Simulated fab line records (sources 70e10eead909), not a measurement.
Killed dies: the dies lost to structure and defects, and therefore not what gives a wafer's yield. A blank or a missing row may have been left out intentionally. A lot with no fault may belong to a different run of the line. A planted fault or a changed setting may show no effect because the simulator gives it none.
Matching of chambers :: flow nandHarc :: rieDiel-11 running NHARC_P_BONDPAD_ACTIVATE_29: 4 sister chambers
The step chemistry N2, time 60 s. 7 wafers are shown with their chamber, then 7 later ones without.

== WAFERS PAIRED WITH THEIR CHAMBERS ==
wafer: L079.2
chamber: 0
oesProductAu (a.u.): 0.977
rfVppV (V): 65.3

wafer: L079.6
chamber: 3
oesProductAu (a.u.): 1.006
rfVppV (V): 65.9

wafer: L082.1
chamber: 2
oesProductAu (a.u.): 1.005
rfVppV (V): 63.7

wafer: L082.2
chamber: 1
oesProductAu (a.u.): 0.979
rfVppV (V): 64.6

wafer: L082.6
chamber: 2
oesProductAu (a.u.): 1.002
rfVppV (V): 63.0

wafer: L088.2
chamber: 1
oesProductAu (a.u.): 0.981
rfVppV (V): 63.5

wafer: L088.3
chamber: 3
oesProductAu (a.u.): 0.996
rfVppV (V): 63.1

== WAFERS MISSING THEIR CHAMBER ==
wafer: L088.5
oesProductAu (a.u.): 1.003
rfVppV (V): 63.8

wafer: L092.1
oesProductAu (a.u.): 1.002
rfVppV (V): 65.2

wafer: L092.3
oesProductAu (a.u.): 0.985
rfVppV (V): 63.7

wafer: L092.6
oesProductAu (a.u.): 0.993
rfVppV (V): 64.1

wafer: L095.1
oesProductAu (a.u.): 0.990
rfVppV (V): 64.3

wafer: L095.3
oesProductAu (a.u.): 1.007
rfVppV (V): 64.7

wafer: L095.6
oesProductAu (a.u.): 0.984
rfVppV (V): 65.4

== WHICH CHAMBER EACH ONE RAN IN ==
wafer: L088.5
from the rows above: can't be placed: 2 or 3
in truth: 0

wafer: L092.1
from the rows above: can't be placed: 3 or 2
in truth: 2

wafer: L092.3
from the rows above: can't be placed: 1 or 0
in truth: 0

wafer: L092.6
from the rows above: can't be placed: 3 or 2 or 1 or 0
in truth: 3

wafer: L095.1
from the rows above: can't be placed: 1 or 3 or 0 or 2
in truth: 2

wafer: L095.3
from the rows above: can't be placed: 2 or 3
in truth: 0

wafer: L095.6
from the rows above: can't be placed: 1 or 0
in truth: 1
0 of 7 placed correctly. Cannot be placed on the basis of these rows: 7; the candidates contain the true chamber in 5. Placed wrongly: 0.
How it was worked out, from the rows above alone: a wafer's distance from a chamber is the root of the sum, over the readings, of the square of ((its reading less the chamber's mean) divided by the reading's scatter). The wafer belongs to the nearest chamber; if the next one is less than 2 further off, it can't be placed. For every chamber, the mean is computed from those of its wafers that are shown. The scatter: the root of (the sum of the squares of (reading less its chamber's mean) over the shown wafers, divided by (wafers less chambers)).
